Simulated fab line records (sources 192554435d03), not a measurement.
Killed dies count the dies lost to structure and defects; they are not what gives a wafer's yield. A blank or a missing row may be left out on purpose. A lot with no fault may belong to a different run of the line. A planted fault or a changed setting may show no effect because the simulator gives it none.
Chamber matching ; flow n5-finfet ; rie-diel-06 running N5_BEOL_M8_VIA_ETCH_34: 4 sister chambers
The step etches SiCOH lowk in C4F6/O2, target depth 125.5 nm, time 50.5 s. 14 wafers are shown with their chamber, then 7 later ones without.

## EACH WAFER AND ITS CHAMBER
wafer;chamber;drypump-motor-current-A (A);showerhead-plenum-p-Torr (Torr);throttle-valve-pct (%)
L076.2;3;6.4;2.94;21.07
L076.3;0;4.9;2.70;21.34
L076.4;3;6.4;2.94;21.06
L078.1;3;6.5;2.94;21.09
L078.4;1;5.9;3.03;20.55
L078.6;2;6.2;2.79;20.89
L081.2;1;5.9;3.02;20.58
L081.3;3;6.4;2.94;21.07
L081.5;3;6.5;2.94;21.09
L084.2;3;6.4;2.93;21.09
L084.3;0;4.9;2.69;21.37
L084.6;0;4.9;2.69;21.37
L087.1;1;5.9;3.02;20.59
L087.5;1;5.9;3.02;20.59

SIGNATURES (means of the wafers above)
reading;chamber 0;chamber 1;chamber 2;chamber 3;scatter within a chamber
drypump-motor-current-A;4.900;5.900;6.200;6.433;0.0365
showerhead-plenum-p-Torr;2.6933;3.0225;2.7900;2.9383;0.00474
throttle-valve-pct;21.3600;20.5775;20.8900;21.0783;0.016
Rule: for a wafer and a chamber, the distance is found by dividing, reading by reading, the gap between the wafer's reading and the chamber's mean by the reading's scatter, squaring, summing and taking the root. If the next closest chamber is less than 2 further off than the closest, the wafer can't be placed; otherwise it belongs to the closest. How the scatter is found: for the shown wafers, subtract from each reading the mean of its chamber, square and add these, divide the total by (wafers less chambers), then take the root.

## WAFERS WITH NO CHAMBER GIVEN
wafer;drypump-motor-current-A (A);showerhead-plenum-p-Torr (Torr);throttle-valve-pct (%)
L087.6;6.2;2.78;20.91
L089.1;5.9;3.01;20.61
L089.4;6.5;2.93;21.10
L089.5;5.9;3.01;20.61
L097.3;4.9;3.02;20.98
L097.5;6.5;2.92;21.14
L097.6;6.2;2.77;20.95

## WHICH CHAMBER EACH WENT THROUGH
wafer;from the rows above;in truth
L087.6;2;2
L089.1;1;1
L089.4;3;3
L089.5;1;1
L097.3;1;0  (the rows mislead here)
L097.5;3;3
L097.6;2;2
Placed correctly: 6 of 7. Left unplaced by these rows: 0. Placed wrongly: 1.
